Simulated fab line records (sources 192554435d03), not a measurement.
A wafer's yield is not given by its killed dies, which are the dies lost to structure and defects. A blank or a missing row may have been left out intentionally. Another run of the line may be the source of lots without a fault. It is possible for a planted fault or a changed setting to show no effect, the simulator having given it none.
Matching of chambers    flow n5 finfet    N5_BEOL_M0_CUTY_ETCH_63 on rie diel-04: 4 sister chambers
The step etches SOC in N2/H2, target depth 82.7 nm, overetch 16.5 nm, time 124 s. 8 wafers are shown with their chamber, then 9 later ones without.

## EACH WAFER AND ITS CHAMBER
wafer   chamber  throttle valve pct (%)  drypump motor current A (A)
L081.1  0        17.66                   6.4
L081.2  2        18.39                   5.5
L081.4  1        17.43                   5.3
L081.5  0        17.66                   6.4
L081.6  3        17.56                   6.5
L086.1  1        17.45                   5.4
L086.4  2        18.41                   5.4
L086.6  3        17.59                   6.5

## WAFERS MISSING THEIR CHAMBER
wafer   throttle valve pct (%)  drypump motor current A (A)
L088.1  18.39                   5.5
L088.2  17.70                   6.4
L088.3  17.44                   5.3
L088.4  17.60                   6.5
L088.5  17.45                   5.3
L088.6  18.39                   5.5
L095.1  17.62                   6.5
L095.2  17.73                   6.4
L095.4  17.48                   5.3

## CHAMBER TAKEN BY EACH
wafer   from the rows above      in truth
L088.1  2                        2
L088.2  0                        0
L088.3  1                        1
L088.4  3                        3
L088.5  1                        1
L088.6  2                        2
L095.1  can't be placed: 3 or 0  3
L095.2  0                        0
L095.4  1                        1
Placed correctly: 8 of 9. Unplaceable from these rows: 1, with the true chamber sitting among the candidates in 1. 0 placed wrongly.
How it was worked out, from the rows above alone: a wafer's distance from a chamber is the root of the sum, over the readings, of the square of ((its reading less the chamber's mean) divided by the reading's scatter). The wafer belongs to the nearest chamber; if the next one is less than 2 further off, it can't be placed. Each chamber's mean is taken over the wafers shown for it. The scatter: the root of (the sum of the squares of (reading less its chamber's mean) over the shown wafers, divided by (wafers less chambers)).
